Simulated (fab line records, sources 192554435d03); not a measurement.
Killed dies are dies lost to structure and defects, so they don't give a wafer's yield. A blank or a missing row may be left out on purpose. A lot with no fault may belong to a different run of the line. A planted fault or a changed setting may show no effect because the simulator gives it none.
The tool behind it: which one? + flow n5_finfet + 30 wafers from 10 lots sampled at 6 of the route's 1938 steps

## WHAT THE GAUGES READ, wafer by wafer
N5_BEOL_M4_OVL_MEAS_12. Usual: for M4_OVL the level is -0.2 nm and the standard deviation is 0.61.
| lot  | measured     | on         | M4_OVL (nm)    | flag |
|------|--------------|------------|----------------|------|
| L676 | day 8 16:54  | overlay-01 | 1.1 0.0 0.3    |      |
| L679 | day 9 22:03  | overlay-02 | -1.4 -0.5 -0.9 |      |
| L682 | day 10 14:52 | overlay-01 | -0.8 -0.8 -0.7 |      |
| L683 | day 10 19:57 | overlay-02 | 5.6 5.4 5.9    | OFF  |
| L684 | day 11 03:56 | overlay-02 | 6.4 6.4 5.5    | OFF  |
| L689 | day 13 00:19 | overlay-02 | -0.9 -0.5 -0.9 |      |
| L688 | day 13 00:31 | overlay-02 | -0.7 -0.5 -0.3 |      |
| L678 | day 13 12:35 | overlay-01 | 5.4 4.8 7.0    | OFF  |
| L690 | day 14 09:59 | overlay-01 | -0.2 0.7 0.0   |      |
| L698 | day 14 23:47 | overlay-01 | 0.4 -0.6 0.0   |      |

N5_BEOL_M4_INSPECT_13: inspects for defects (brightfield). Usual: raw_defect_count reads 432 (standard deviation 100).
| lot  | measured     | on                | raw_defect_count | flag |
|------|--------------|-------------------|------------------|------|
| L676 | day 8 16:57  | defect_inspect-02 | 413 525 529      |      |
| L679 | day 9 22:05  | defect_inspect-02 | 558 530 520      |      |
| L682 | day 10 14:55 | defect_inspect-02 | 567 555 627      |      |
| L683 | day 10 20:01 | defect_inspect-01 | 369 394 273      |      |
| L684 | day 11 03:59 | defect_inspect-01 | 426 314 294      |      |
| L689 | day 13 00:22 | defect_inspect-02 | 378 498 449      |      |
| L688 | day 13 00:34 | defect_inspect-01 | 284 432 361      |      |
| L678 | day 13 12:38 | defect_inspect-02 | 462 444 403      |      |
| L690 | day 14 10:02 | defect_inspect-01 | 358 402 292      |      |
| L698 | day 14 23:50 | defect_inspect-01 | 295 312 449      |      |

N5_BEOL_M4_RC_MEAS_101. Usual: DIBL_N 36.0 mV/V, standard deviation 1.7; DIBL_P 36.2 mV/V, standard deviation 1.9; IOFF_N 0.154 nA/um, standard deviation 0.028; IOFF_P 0.21 nA/um, standard deviation 0.036; ION_N 675 uA/um, standard deviation 11; ION_P 463 uA/um, standard deviation 8.3; SS_N 71.4 mV/dec, standard deviation 0.63; SS_P 73.2 mV/dec, standard deviation 0.55; VT_N 250.2 mV, standard deviation 3; VT_P -251 mV, standard deviation 3.7.
| lot  | measured     | on        | DIBL_N (mV/V)  | DIBL_P (mV/V)  | IOFF_N (nA/um)    | IOFF_P (nA/um) | ION_N (uA/um) | ION_P (uA/um) | SS_N (mV/dec)  | SS_P (mV/dec)  | VT_N (mV)         | VT_P (mV)      | flag |
|------|--------------|-----------|----------------|----------------|-------------------|----------------|---------------|---------------|----------------|----------------|-------------------|----------------|------|
| L676 | day 9 00:48  | prober-02 | 37.5 34.2 36.4 | 37.4 33.4 35.8 | 0.178 0.133 0.157 | 0.29 0.23 0.26 | 673 672 666   | 469 475 468   | 71.7 70.0 71.2 | 73.6 73.3 73.5 | 248.0 251.1 253.0 | -242 -245 -243 |      |
| L679 | day 11 04:26 | prober-02 | 32.7 35.9 36.7 | 32.2 34.8 36.0 | 0.103 0.140 0.152 | 0.16 0.19 0.20 | 668 672 678   | 463 457 458   | 70.7 70.7 70.6 | 72.2 73.0 73.6 | 255.7 251.5 250.0 | -256 -255 -251 |      |
| L682 | day 12 00:50 | prober-02 | 34.7 35.7 35.7 | 35.6 36.4 36.5 | 0.134 0.155 0.146 | 0.18 0.20 0.19 | 666 679 674   | 460 461 465   | 71.4 71.4 71.2 | 72.7 72.8 72.5 | 252.2 248.9 249.6 | -252 -251 -251 |      |
| L683 | day 12 05:21 | prober-01 | 36.9 35.5 36.7 | 37.4 35.5 36.4 | 0.154 0.126 0.142 | 0.20 0.18 0.18 | 673 660 670   | 455 455 455   | 71.7 72.1 71.4 | 73.4 72.6 73.1 | 252.1 252.8 250.3 | -252 -252 -254 |      |
| L684 | day 12 12:19 | prober-01 | 32.5 35.8 33.1 | 32.9 37.7 34.8 | 0.102 0.158 0.113 | 0.15 0.21 0.17 | 657 673 662   | 452 465 463   | 70.8 71.1 70.6 | 71.7 73.0 72.3 | 255.7 249.3 252.1 | -254 -248 -254 |      |
| L689 | day 13 08:44 | prober-02 | 33.4 36.1 36.1 | 33.4 36.3 36.0 | 0.116 0.161 0.152 | 0.18 0.22 0.21 | 651 667 667   | 457 461 459   | 70.2 71.7 72.3 | 72.5 73.4 72.6 | 254.3 250.3 252.9 | -250 -248 -251 |      |
| L688 | day 13 12:22 | prober-02 | 35.6 37.3 38.7 | 36.0 38.0 38.1 | 0.124 0.157 0.185 | 0.18 0.21 0.22 | 651 668 668   | 450 456 457   | 71.6 72.5 72.8 | 72.4 72.9 73.2 | 252.7 251.6 248.1 | -252 -251 -249 |      |
| L678 | day 13 19:13 | prober-01 | 34.5 36.8 37.0 | 35.1 38.3 39.3 | 0.143 0.181 0.202 | 0.19 0.23 0.26 | 664 683 688   | 458 470 469   | 71.8 71.7 72.3 | 73.2 74.0 73.5 | 250.0 249.0 244.7 | -254 -251 -247 |      |
| L690 | day 14 22:04 | prober-01 | 34.4 36.4 36.0 | 35.3 36.9 36.5 | 0.136 0.170 0.150 | 0.18 0.21 0.20 | 673 685 678   | 459 470 466   | 71.2 71.1 71.1 | 72.1 73.6 72.4 | 250.9 245.4 247.7 | -252 -248 -248 |      |
| L698 | day 15 08:19 | prober-01 | 36.7 37.2 36.0 | 35.6 37.2 34.8 | 0.158 0.174 0.164 | 0.24 0.26 0.23 | 666 677 686   | 465 471 477   | 71.5 71.2 71.5 | 73.4 73.7 73.0 | 252.7 247.7 248.4 | -247 -243 -247 |      |

## TOOL THAT RAN EACH LOT (tool first, then ch and the chambers of the sampled wafers, then the start)
| lot  | N5_BEOL_M3_CMP_52             | N5_BEOL_M4_HM_DEP_02         | N5_BEOL_M4_EXPOSE_08              |
|------|-------------------------------|------------------------------|-----------------------------------|
| L676 | cmp-01 ch 0,2,3, day 8 15:07  | pvd_sputter-03, day 8 16:21  | euv_scanner-01 ch 0, day 8 16:44  |
| L679 | cmp-01 ch 0,3, day 9 20:37    | pvd_sputter-02, day 9 21:29  | euv_scanner-01 ch 0, day 9 21:53  |
| L682 | cmp-02 ch 0,1,3, day 10 13:30 | pvd_sputter-03, day 10 14:19 | euv_scanner-02 ch 0, day 10 14:43 |
| L683 | cmp-02 ch 0,2, day 10 17:10   | pvd_sputter-03, day 10 19:24 | euv_scanner-01 ch 0, day 10 19:47 |
| L684 | cmp-04 ch 0,1,3, day 11 01:32 | pvd_sputter-03, day 11 03:28 | euv_scanner-01 ch 0, day 11 03:46 |
| L689 | cmp-01 ch 0,1,3, day 12 20:46 | pvd_sputter-02, day 12 23:46 | euv_scanner-02 ch 0, day 13 00:09 |
| L688 | cmp-02 ch 1,2,3, day 12 22:17 | pvd_sputter-01, day 13 00:05 | euv_scanner-02 ch 0, day 13 00:22 |
| L678 | cmp-04 ch 0,2, day 13 11:12   | pvd_sputter-02, day 13 12:01 | euv_scanner-01 ch 0, day 13 12:25 |
| L690 | cmp-01 ch 0,1,2, day 14 07:57 | pvd_sputter-01, day 14 09:32 | euv_scanner-02 ch 0, day 14 09:49 |
| L698 | cmp-04 ch 0,1,3, day 14 21:11 | pvd_sputter-03, day 14 23:14 | euv_scanner-02 ch 0, day 14 23:38 |
- N5_BEOL_M3_CMP_52: polishes, stops on SiOC, t overpolish 6.8 s, target thk 40 nm.
- N5_BEOL_M4_HM_DEP_02: deposits TiN, target thk 20 nm.
- N5_BEOL_M4_EXPOSE_08: exposes mask M4.

## AS READ BY THE TOOLS THEMSELVES (means over the sampled wafers that have a number; for cases with no such wafer, the mark the record gives instead)
N5_BEOL_M3_CMP_52. Usual: barrier_field_endpoint_s 24.6 s, standard deviation 0.67; clearing_platen_down_force_psi 1.500 psi, standard deviation 0.0032; motor_current_A 6.1 A, standard deviation 0.35; overpolish_run_s 6.802 s, standard deviation 0.0094; time_to_endpoint_s 62 s, standard deviation 3.5.
| lot  | tool   | barrier_field_endpoint_s (s) | clearing_platen_down_force_psi (psi) | motor_current_A (A) | overpolish_run_s (s) | time_to_endpoint_s (s) | flag |
|------|--------|------------------------------|--------------------------------------|---------------------|----------------------|------------------------|------|
| L676 | cmp-01 | 24.5                         | 1.501                                | 6.0                 | 6.808                | 61                     |      |
| L679 | cmp-01 | 25.4                         | 1.499                                | 6.2                 | 6.804                | 66                     |      |
| L682 | cmp-02 | 24.7                         | 1.501                                | 6.1                 | 6.806                | 64                     |      |
| L683 | cmp-02 | 25.2                         | 1.496                                | 6.3                 | 6.806                | 64                     |      |
| L684 | cmp-04 | 24.5                         | 1.499                                | 6.1                 | 6.799                | 66                     |      |
| L689 | cmp-01 | 24.1                         | 1.496                                | 6.1                 | 6.806                | 62                     |      |
| L688 | cmp-02 | 24.4                         | 1.497                                | 6.0                 | 6.795                | 61                     |      |
| L678 | cmp-04 | 24.8                         | 1.501                                | 5.6                 | 6.802                | 64                     |      |
| L690 | cmp-01 | 23.8                         | 1.501                                | 6.4                 | 6.806                | 61                     |      |
| L698 | cmp-04 | 25.7                         | 1.499                                | 6.1                 | 6.805                | 63                     |      |

N5_BEOL_M4_HM_DEP_02. Usual: susceptor_temp_C 25.01 C, standard deviation 0.11; throttle_valve_pct 30.2 %, standard deviation 0.71.
| lot  | tool           | susceptor_temp_C (C) | throttle_valve_pct (%) | flag |
|------|----------------|----------------------|------------------------|------|
| L676 | pvd_sputter-03 | 24.90                | 30.7                   |      |
| L679 | pvd_sputter-02 | 24.89                | 29.9                   |      |
| L682 | pvd_sputter-03 | 25.10                | 30.1                   |      |
| L683 | pvd_sputter-03 | 25.12                | 30.5                   |      |
| L684 | pvd_sputter-03 | 24.98                | 30.0                   |      |
| L689 | pvd_sputter-02 | 24.97                | 30.6                   |      |
| L688 | pvd_sputter-01 | 25.07                | 30.0                   |      |
| L678 | pvd_sputter-02 | 24.91                | 30.7                   |      |
| L690 | pvd_sputter-01 | 25.01                | 30.6                   |      |
| L698 | pvd_sputter-03 | 25.10                | 29.6                   |      |

## THE ANSWER, worked out from the rows above alone
Rule: a lot counts as off when the mean over its wafers that have a number is more than 3 standard deviations away from the usual mean. A lot without any number at a reading at which 4 lots or more have one is off too. All remaining lots with rows at the step are treated as sound. The gauges are gone through in route order, then the tools' own readings, and for those a lot's mean is taken as printed above. The first step at which some lot is off is used, and at that step the reading that is off furthest; a lot without a number counts as furthest.
Off: L683, L684, L678, seen at N5_BEOL_M4_OVL_MEAS_12 (M4_OVL).
If a tool, at a process step before that reading, ran all the lots that are off and no sound lot after the first of them, it fits. The gauges at N5_BEOL_M4_OVL_MEAS_12 are tried like those tools. One fits: euv_scanner-01 at N5_BEOL_M4_EXPOSE_08. Its last sound lot is L679 (day 9 21:53), its first lot that is off L683 (day 10 19:47): a fault that began between those two fits.

## WHAT THE SIMULATOR PUT IN
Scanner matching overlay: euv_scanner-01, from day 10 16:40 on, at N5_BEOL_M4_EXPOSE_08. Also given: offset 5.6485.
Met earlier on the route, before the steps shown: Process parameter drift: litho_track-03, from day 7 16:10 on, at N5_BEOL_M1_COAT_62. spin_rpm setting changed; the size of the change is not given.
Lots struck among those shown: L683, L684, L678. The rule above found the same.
